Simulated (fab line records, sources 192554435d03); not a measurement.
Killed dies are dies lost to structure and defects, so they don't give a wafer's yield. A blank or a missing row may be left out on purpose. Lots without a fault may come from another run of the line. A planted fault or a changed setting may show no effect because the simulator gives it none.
Which tool did it? | flow n5_finfet | 10 lots, 28 wafers sampled, at 4 steps of a route of 1938

WHAT THE GAUGES READ, wafer by wafer
N5_BEOL_M4_RC_MEAS_101. Usual: DIBL_N 37.2 mV/V, standard deviation 1.8; DIBL_P 37.5 mV/V, standard deviation 2.5; IOFF_N 0.17 nA/um, standard deviation 0.038; IOFF_P 0.24 nA/um, standard deviation 0.046; ION_N 681 uA/um, standard deviation 13; ION_P 469 uA/um, standard deviation 8.5; SS_N 71.7 mV/dec, standard deviation 0.6; SS_P 73.6 mV/dec, standard deviation 0.69; VT_N 249 mV, standard deviation 3.4; VT_P -248 mV, standard deviation 3.6.
lot  | measured     | on        | DIBL_N (mV/V)  | DIBL_P (mV/V)  | IOFF_N (nA/um) | IOFF_P (nA/um) | ION_N (uA/um) | ION_P (uA/um) | SS_N (mV/dec)  | SS_P (mV/dec)  | VT_N (mV)   | VT_P (mV)      | flag
L477 | day 7 19:19  | prober-01 | 37.7 37.1 34.6 | 36.6 35.3 33.2 | 0.20 0.16 0.14 | 0.28 0.25 0.22 | 690 673 667   | 478 466 463   | 72.4 71.7 70.9 | 73.8 73.3 72.3 | 248 251 252 | -245 -246 -245 |
L480 | day 8 15:36  | prober-01 | 39.9 36.9 38.6 | 42.1 37.2 39.4 | 0.24 0.15 0.19 | 0.28 0.19 0.21 | 695 686 673   | 472 467 454   | 71.9 71.3 71.7 | 73.5 72.6 73.9 | 246 251 249 | -249 -255 -253 |
L481 | day 8 21:31  | prober-02 | 36.7 37.9 40.3 | 36.6 37.4 40.6 | 0.16 0.17 0.22 | 0.24 0.26 0.33 | 676 683 685   | 470 478 479   | 72.1 71.4 73.2 | 73.6 73.4 75.0 | 251 247 244 | -246 -243 -242 |
L482 | day 9 13:37  | prober-01 | 40.1 33.7      | 41.0 32.9      | 0.24 0.11      | 0.39 0.21      | 707 665       | 491 469       | 72.4 70.6      | 75.2 73.3      | 242 255     | -239 -247      |
L488 | day 10 22:10 | prober-01 | 36.3 35.6 37.5 | 34.9 34.9 35.4 | 0.15 0.14 0.16 | 0.21 0.22 0.22 | 694 679 670   | 473 478 464   | 72.3 71.7 71.5 | 73.5 73.8 73.5 | 253 251 248 | -247 -248 -249 |
L489 | day 10 22:28 | prober-02 | 39.4 37.4      | 40.3 37.8      | 0.22 0.16      | 0.27 0.22      | 695 673       | 469 463       | 72.3 71.8      | 74.3 73.6      | 248 251     | -247 -248      |
L491 | day 11 14:37 | prober-01 | 37.1 37.5 36.6 | 37.0 36.9 36.5 | 0.17 0.17 0.15 | 0.25 0.23 0.23 | 683 666 664   | 470 462 459   | 72.0 72.2 72.2 | 74.0 73.9 74.0 | 250 249 253 | -248 -252 -248 |
L496 | day 12 23:25 | prober-01 | 38.9 35.8 42.4 | 39.5 36.2 43.9 | 0.22 0.16 0.31 | 0.26 0.19 0.34 | 695 689 697   | 470 469 474   | 71.4 71.1 73.4 | 74.0 73.5 75.2 | 245 249 241 | -247 -251 -245 |
L495 | day 12 23:43 | prober-02 | 35.5 35.7 39.6 | 36.0 36.7 41.4 | 0.13 0.14 0.23 | 0.16 0.18 0.26 | 670 675 691   | 450 457 468   | 71.8 71.1 71.7 | 72.4 73.8 74.1 | 250 252 244 | -257 -254 -249 |
L499 | day 13 07:25 | prober-01 | 36.3 38.2 33.9 | 36.7 38.6 33.7 | 0.16 0.20 0.13 | 0.23 0.26 0.19 | 683 699 671   | 468 476 461   | 71.2 72.2 71.0 | 73.2 73.8 73.2 | 248 248 252 | -248 -248 -251 |

N5_PASSIVATION_CD_MEAS_44: target cd 40000 nm. Usual: cd_nm 40001 nm, standard deviation 4.3.
lot  | measured     | on        | cd_nm (nm)        | flag
L477 | day 11 21:04 | cd_sem-03 | 40002 40001 39998 |
L480 | day 12 21:20 | cd_sem-03 | 39999 40008 40000 |
L481 | day 13 01:32 | cd_sem-03 | 40001 40004 40008 |
L482 | day 13 18:01 | cd_sem-03 | 39994 39993       |
L488 | day 15 06:35 | cd_sem-01 | 40000 39996 40002 |
L489 | day 15 10:19 | cd_sem-01 | 39999 39997       |
L491 | day 15 10:49 | cd_sem-02 | 40003 40000 40003 |
L496 | day 17 01:31 | cd_sem-01 | 40007 40009 40007 |
L495 | day 17 06:14 | cd_sem-02 | 39999 40001 39999 |
L499 | day 17 16:23 | cd_sem-01 | 39998 39997 40003 |

WHICH TOOL RAN EACH LOT (tool, then ch and the chambers of the sampled wafers, then the start)
lot  | N5_BEOL_M15_SPUTTER_45       | N5_PASSIVATION_PECVD_35
L477 | pvd_sputter-01, day 11 09:14 | pecvd-04 ch 0,2, day 11 20:38
L480 | pvd_sputter-03, day 12 05:47 | pecvd-01 ch 0,2, day 12 20:47
L481 | pvd_sputter-03, day 12 11:30 | pecvd-04 ch 0,1, day 13 01:06
L482 | pvd_sputter-01, day 13 03:44 | pecvd-01 ch 2, day 13 17:35
L488 | pvd_sputter-01, day 14 20:55 | pecvd-02 ch 0,1, day 15 06:09
L489 | pvd_sputter-01, day 14 21:19 | pecvd-02 ch 0,1, day 15 09:46
L491 | pvd_sputter-02, day 14 23:55 | pecvd-02 ch 0,1, day 15 10:16
L496 | pvd_sputter-02, day 16 13:39 | pecvd-02 ch 0,1,2, day 17 00:58
L495 | pvd_sputter-02, day 16 19:29 | pecvd-02 ch 0,1,2, day 17 05:40
L499 | pvd_sputter-03, day 17 00:52 | pecvd-04 ch 0,2, day 17 15:46
- N5_BEOL_M15_SPUTTER_45: material Cu, target thk 100 nm, time 16.67 s.
- N5_PASSIVATION_PECVD_35: deposits SiNx from SiH4/NH3/N2, target thk 700 nm, time 151.3 s.

WHAT THE TOOLS THEMSELVES READ (means of the sampled wafers that have a number; where no wafer has one, the mark that the record gives instead)
N5_BEOL_M15_SPUTTER_45. Usual: chuck_gas_flow_sccm 1.26 sccm, standard deviation 0.052; throttle_valve_pct 30.4 %, standard deviation 1.2.
lot  | tool           | chuck_gas_flow_sccm (sccm) | throttle_valve_pct (%) | flag
L477 | pvd_sputter-01 | 1.26                       | 31.9                   |
L480 | pvd_sputter-03 | 1.31                       | 29.9                   |
L481 | pvd_sputter-03 | 1.26                       | 29.9                   |
L482 | pvd_sputter-01 | 1.31                       | 31.2                   |
L488 | pvd_sputter-01 | 1.25                       | 31.8                   |
L489 | pvd_sputter-01 | 1.31                       | 31.9                   |
L491 | pvd_sputter-02 | 1.24                       | 28.9                   |
L496 | pvd_sputter-02 | 1.28                       | 28.9                   |
L495 | pvd_sputter-02 | 1.24                       | 28.8                   |
L499 | pvd_sputter-03 | 1.24                       | 29.9                   |

N5_PASSIVATION_PECVD_35. Usual: heater_power_w 382 W, standard deviation 85; showerhead_plenum_p_Torr 8.67 Torr, standard deviation 0.063; throttle_valve_pct 29.2 %, standard deviation 1.4.
lot  | tool     | heater_power_w (W) | showerhead_plenum_p_Torr (Torr) | throttle_valve_pct (%) | flag
L477 | pecvd-04 | 268                | 8.68                            | 29.1                   |
L480 | pecvd-01 | 293                | 8.63                            | 30.0                   |
L481 | pecvd-04 | 318                | 8.73                            | 31.6                   |
L482 | pecvd-01 | 288                | 8.68                            | 30.9                   |
L488 | pecvd-02 | 387                | 8.70                            | 28.5                   |
L489 | pecvd-02 | 480                | 8.67                            | 28.6                   |
L491 | pecvd-02 | 444                | 8.67                            | 29.0                   |
L496 | pecvd-02 | 368                | 8.67                            | 28.5                   |
L495 | pecvd-02 | 423                | 8.66                            | 28.5                   |
L499 | pecvd-04 | 285                | 8.68                            | 29.4                   |

THE ANSWER, worked out from the rows above alone
Rule: a lot is off if the mean of its wafers that have a number lies more than 3 standard deviations from the usual mean. A lot without any number at a reading at which 4 lots or more have one is off too. The other lots that the step has rows for count as sound. The gauges are gone through in route order, then the tools' own readings, and for those a lot's mean is taken as printed above. The first step at which some lot is off is used, and at that step the reading that is off furthest; a lot without a number counts as furthest.
No lot is off at any reading shown: from this, nothing can be told.

WHAT THE SIMULATOR HAD PUT IN
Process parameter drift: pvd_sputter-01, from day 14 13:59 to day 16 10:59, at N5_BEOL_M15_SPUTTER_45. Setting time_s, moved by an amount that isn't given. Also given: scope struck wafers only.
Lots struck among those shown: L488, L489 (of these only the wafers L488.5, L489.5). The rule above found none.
